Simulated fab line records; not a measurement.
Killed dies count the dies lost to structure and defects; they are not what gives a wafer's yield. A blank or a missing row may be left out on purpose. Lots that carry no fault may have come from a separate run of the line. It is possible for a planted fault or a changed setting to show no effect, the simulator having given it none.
Matching of chambers	flow n5Finfet	4 sister chambers for N5_BEOL_M8_STRIP_36 on rieDiel-05
The step strips in N2/H2. 16 wafers are shown with their chamber, then 8 later ones without.

## EACH WAFER AND ITS CHAMBER
wafer	chamber	showerheadPlenumPTorr (Torr)	throttleValvePct (%)	drypumpMotorCurrentA (A)
L084.1	0	2.56	23.59	5.3
L084.3	2	2.62	23.80	5.6
L084.4	3	2.46	23.13	5.5
L087.1	2	2.62	23.81	5.6
L087.2	3	2.46	23.11	5.6
L087.5	2	2.62	23.78	5.6
L076.3	2	2.62	23.83	5.6
L076.4	0	2.55	23.58	5.4
L076.6	1	2.46	23.31	6.2
L090.2	1	2.45	23.34	6.2
L090.4	2	2.61	23.80	5.6
L090.6	0	2.55	23.60	5.4
L091.2	1	2.45	23.34	6.2
L091.5	0	2.55	23.57	5.4
L091.6	1	2.45	23.35	6.2
L093.2	0	2.55	23.60	5.4

SIGNATURES (means of the wafers above)
reading	chamber 0	chamber 1	chamber 2	chamber 3	scatter within a chamber
showerheadPlenumPTorr	2.5520	2.4525	2.6180	2.4600	0.00443
throttleValvePct	23.5880	23.3350	23.8040	23.1200	0.0161
drypumpMotorCurrentA	5.380	6.200	5.600	5.550	0.0329
Rule: a wafer's distance from a chamber is the root of the sum, over the readings, of the square of ((its reading less the chamber's mean) divided by the reading's scatter). The wafer belongs to the nearest chamber; if the next one is less than 2 further off, it can't be placed. The scatter: the root of (the sum of the squares of (reading less its chamber's mean) over the shown wafers, divided by (wafers less chambers)).

## WAFERS WITHOUT THEIR CHAMBER
wafer	showerheadPlenumPTorr (Torr)	throttleValvePct (%)	drypumpMotorCurrentA (A)
L093.4	2.55	23.62	5.4
L093.6	2.45	23.35	6.2
L095.2	2.55	23.61	5.3
L095.5	2.45	23.15	5.6
L095.6	2.45	23.34	6.2
L096.2	2.55	23.62	5.4
L096.5	2.45	23.36	6.2
L096.6	2.45	23.17	5.6

## THE CHAMBER EACH PASSED THROUGH
wafer	from the rows above	in truth
L093.4	0	0
L093.6	1	1
L095.2	0	0
L095.5	3	3
L095.6	1	1
L096.2	0	0
L096.5	1	1
L096.6	3	3
Correctly placed: 8 of 8. Number that these rows cannot place: 0. Number placed wrongly: 0.
